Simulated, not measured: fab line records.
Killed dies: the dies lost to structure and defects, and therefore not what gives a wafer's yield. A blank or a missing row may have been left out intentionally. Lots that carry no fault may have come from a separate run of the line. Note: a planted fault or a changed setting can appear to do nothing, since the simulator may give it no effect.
Matching of chambers || flow nand_harc || 4 sister chambers for NHARC_P_BONDPAD_ETCH_37 on rie_diel-02
The step etches the open film in N2/H2, target depth 60 nm, overetch 18 nm, time 65.91 s. 8 wafers are shown with their chamber, then 7 later ones without.

## WAFERS PAIRED WITH THEIR CHAMBERS
{"wafer": "L081.5", "chamber": 3, "showerhead_plenum_p_Torr (Torr)": 2.04, "rf_vpp_V (V)": 429.8}
{"wafer": "L089.4", "chamber": 3, "showerhead_plenum_p_Torr (Torr)": 2.04, "rf_vpp_V (V)": 430.0}
{"wafer": "L089.5", "chamber": 0, "showerhead_plenum_p_Torr (Torr)": 2.11, "rf_vpp_V (V)": 432.8}
{"wafer": "L092.1", "chamber": 2, "showerhead_plenum_p_Torr (Torr)": 2.04, "rf_vpp_V (V)": 430.4}
{"wafer": "L092.4", "chamber": 1, "showerhead_plenum_p_Torr (Torr)": 2.12, "rf_vpp_V (V)": 433.9}
{"wafer": "L092.6", "chamber": 2, "showerhead_plenum_p_Torr (Torr)": 2.05, "rf_vpp_V (V)": 431.3}
{"wafer": "L095.3", "chamber": 0, "showerhead_plenum_p_Torr (Torr)": 2.11, "rf_vpp_V (V)": 431.8}
{"wafer": "L095.4", "chamber": 1, "showerhead_plenum_p_Torr (Torr)": 2.12, "rf_vpp_V (V)": 432.7}

## WAFERS WHOSE CHAMBER IS MISSING
{"wafer": "L095.5", "showerhead_plenum_p_Torr (Torr)": 2.12, "rf_vpp_V (V)": 431.9}
{"wafer": "L096.1", "showerhead_plenum_p_Torr (Torr)": 2.11, "rf_vpp_V (V)": 431.5}
{"wafer": "L096.4", "showerhead_plenum_p_Torr (Torr)": 2.12, "rf_vpp_V (V)": 433.8}
{"wafer": "L096.6", "showerhead_plenum_p_Torr (Torr)": 2.11, "rf_vpp_V (V)": 431.8}
{"wafer": "L097.3", "showerhead_plenum_p_Torr (Torr)": 2.12, "rf_vpp_V (V)": 431.8}
{"wafer": "L097.4", "showerhead_plenum_p_Torr (Torr)": 2.12, "rf_vpp_V (V)": 433.4}
{"wafer": "L097.6", "showerhead_plenum_p_Torr (Torr)": 2.04, "rf_vpp_V (V)": 430.1}

## WHICH CHAMBER EACH ONE RAN IN
{"wafer": "L095.5", "from the rows above": "can't be placed: 1 or 0", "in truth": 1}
{"wafer": "L096.1", "from the rows above": 0, "in truth": 0}
{"wafer": "L096.4", "from the rows above": 1, "in truth": 1}
{"wafer": "L096.6", "from the rows above": 0, "in truth": 0}
{"wafer": "L097.3", "from the rows above": "can't be placed: 1 or 0", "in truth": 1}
{"wafer": "L097.4", "from the rows above": 1, "in truth": 1}
{"wafer": "L097.6", "from the rows above": "can't be placed: 3 or 2", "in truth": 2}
4 of 7 placed correctly. From these rows, 3 cannot be placed; in 3 the true chamber is one of the candidates. Wrongly placed: 0.
How it was worked out, from the rows above alone: a wafer's distance from a chamber is the root of the sum, over the readings, of the square of ((its reading less the chamber's mean) divided by the reading's scatter). If the next closest chamber is less than 2 further off than the closest, the wafer can't be placed; otherwise it belongs to the closest. Each chamber's mean is taken over the wafers shown for it. How the scatter is found: for the shown wafers, subtract from each reading the mean of its chamber, square and add these, divide the total by (wafers less chambers), then take the root.
